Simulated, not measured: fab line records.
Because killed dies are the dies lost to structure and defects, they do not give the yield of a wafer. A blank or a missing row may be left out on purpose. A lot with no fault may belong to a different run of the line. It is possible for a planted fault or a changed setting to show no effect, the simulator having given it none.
Chamber matching -- flow nand-harc -- 4 sister chambers for NHARC_A_CHANNEL_FILL_D2_ETCHBACK_20 on rie-diel-06
The step etches the open film in C4F8/O2/Ar, target depth 27 nm, time 13.5 s. 14 wafers are shown with their chamber, then 7 later ones without.

EACH WAFER AND ITS CHAMBER
wafer,chamber,rf-vpp-V (V),oes-product-au (a.u.)
L076.1,0,971,0.953
L076.4,2,980,0.988
L076.5,2,980,0.976
L081.2,1,981,0.966
L081.4,0,972,0.952
L081.6,1,982,0.970
L084.2,1,981,1.005
L084.4,2,980,1.003
L084.5,0,972,1.005
L089.1,2,980,0.990
L089.4,1,981,0.995
L089.6,2,980,0.985
L088.1,0,972,0.997
L088.4,3,987,1.022

SIGNATURES (averages over the wafers above)
reading,chamber 0,chamber 1,chamber 2,chamber 3,scatter within a chamber
rf-vpp-V,971.75,981.25,980.00,987.00,0.387
oes-product-au,0.97675,0.98400,0.98840,1.02200,0.0196
Rule: distance of a wafer from a chamber = root of the sum over the readings of ((wafer's reading minus chamber's mean) / reading's scatter) squared. If the next closest chamber is less than 2 further off than the closest, the wafer can't be placed; otherwise it belongs to the closest. How the scatter is found: for the shown wafers, subtract from each reading the mean of its chamber, square and add these, divide the total by (wafers less chambers), then take the root.

WAFERS WITH NO CHAMBER GIVEN
wafer,rf-vpp-V (V),oes-product-au (a.u.)
L088.5,972,1.000
L090.1,987,0.999
L090.5,986,0.999
L090.6,972,1.002
L097.2,972,0.973
L097.4,982,0.977
L097.5,981,0.982

THE CHAMBER EACH PASSED THROUGH
wafer,from the rows above,in truth
L088.5,0,0
L090.1,3,3
L090.5,3,3
L090.6,0,0
L097.2,0,0
L097.4,1,1
L097.5,can't be placed: 1 or 2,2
6 of 7 placed correctly. Can't be placed from these rows: 1 (the true chamber is among the candidates in 1). Placed wrongly: 0.
